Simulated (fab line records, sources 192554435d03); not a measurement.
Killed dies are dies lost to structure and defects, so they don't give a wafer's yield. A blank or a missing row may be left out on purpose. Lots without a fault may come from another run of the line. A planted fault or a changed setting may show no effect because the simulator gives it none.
One fault seen from 2 desks | flow n5_finfet | each desk has only its own numbers; what lay behind them comes last

THE METROLOGY DESK
What the gauges read, lot by lot, whatever tool the lot ran on: means of the sampled wafers that have a number. A lot is out of limits, marked OUT, if its mean lies more than 4 standard deviations from the usual mean; the brackets give that distance. Of its 10 readings 7 are shown: those that lie furthest out on some lot.
Columns: A = DIBL_N at N5_BEOL_M4_RC_MEAS_101, usual 36.3 mV/V; B = DIBL_P at N5_BEOL_M4_RC_MEAS_101, usual 36.5 mV/V; C = IOFF_N at N5_BEOL_M4_RC_MEAS_101, usual 0.16 nA/um; D = ION_N at N5_BEOL_M4_RC_MEAS_101, usual 675 uA/um; E = SS_N at N5_BEOL_M4_RC_MEAS_101, usual 71.6 mV/dec; F = VT_N at N5_BEOL_M4_RC_MEAS_101, usual 249 mV; G = VT_P at N5_BEOL_M4_RC_MEAS_101, usual -250 mV
lot  | first seen here | A    | B    | C    | D   | E    | F   | G
L579 | day 8 07:23     | 36.4 | 36.9 | 0.15 | 673 | 71.3 | 250 | -250
L578 | day 8 11:33     | 35.3 | 35.8 | 0.16 | 676 | 71.7 | 249 | -248
L583 | day 9 10:17     | 37.0 | 37.6 | 0.17 | 681 | 72.1 | 249 | -251
L585 | day 9 15:35     | 34.9 | 35.5 | 0.14 | 658 | 71.5 | 253 | -251
L586 | day 10 07:46    | 34.8 | 35.6 | 0.12 | 667 | 70.5 | 252 | -255
L592 | day 11 16:40    | 38.1 | 37.4 | 0.19 | 679 | 72.2 | 248 | -247
L597 | day 13 00:05    | 34.3 | 33.9 | 0.14 | 677 | 71.5 | 249 | -252
L598 | day 13 03:38    | 38.6 | 39.2 | 0.24 | 700 | 72.6 | 243 | -250
L600 | day 13 10:06    | 35.4 | 36.6 | 0.16 | 675 | 71.7 | 249 | -253
L599 | day 13 10:11    | 37.0 | 36.1 | 0.15 | 671 | 71.6 | 250 | -253
This desk's finding: nothing out of limits on any of the 10 lots.

THE TOOL OWNER'S DESK: cvd_co-01
The tool's own readings at N5_BEOL_M3_CVD_47 (deposits Co from CCTBA/H2, target thk 3 nm, time 223.8 s): means of the sampled wafers that have a number, for each lot that ran on this tool. A lot is out of limits, marked OUT, if its mean lies more than 4 standard deviations from the usual mean; the brackets give that distance.
Columns: A = run_length_s at N5_BEOL_M3_CVD_47, usual 246.6 s
lot  | first seen here | A
L579 | day 7 19:01     | 247.1
L583 | day 8 18:55     | 228.1 (-47) OUT
L585 | day 9 03:19     | 228.2 (-47) OUT
L586 | day 9 13:37     | 218.4 (-72) OUT
L598 | day 12 15:42    | 246.7
This desk's finding: out of limits on L583, L585, L586; first on L583, day 8 18:55 (run_length_s at N5_BEOL_M3_CVD_47). In limits: L579, L598.

PUT TOGETHER
The tool owner's desk could have raised an alarm at day 8 18:55, on L583, L585, L586.
The metrology desk saw nothing out of limits.
The metrology desk has L583, L585, L586 on record, within its limits.
Of the lots named, all ran N5_BEOL_M3_CVD_47 on cvd_co-01.

WHAT THE SIMULATOR HAD PUT IN
Process parameter drift: cvd_co-01, from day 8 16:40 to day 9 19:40, at N5_BEOL_M3_CVD_47. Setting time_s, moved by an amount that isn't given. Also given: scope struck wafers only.
Lots struck among those shown: L583, L585, L586.
Hours from the fault's start to each desk's first reading out of limits: the tool owner's desk, 2.
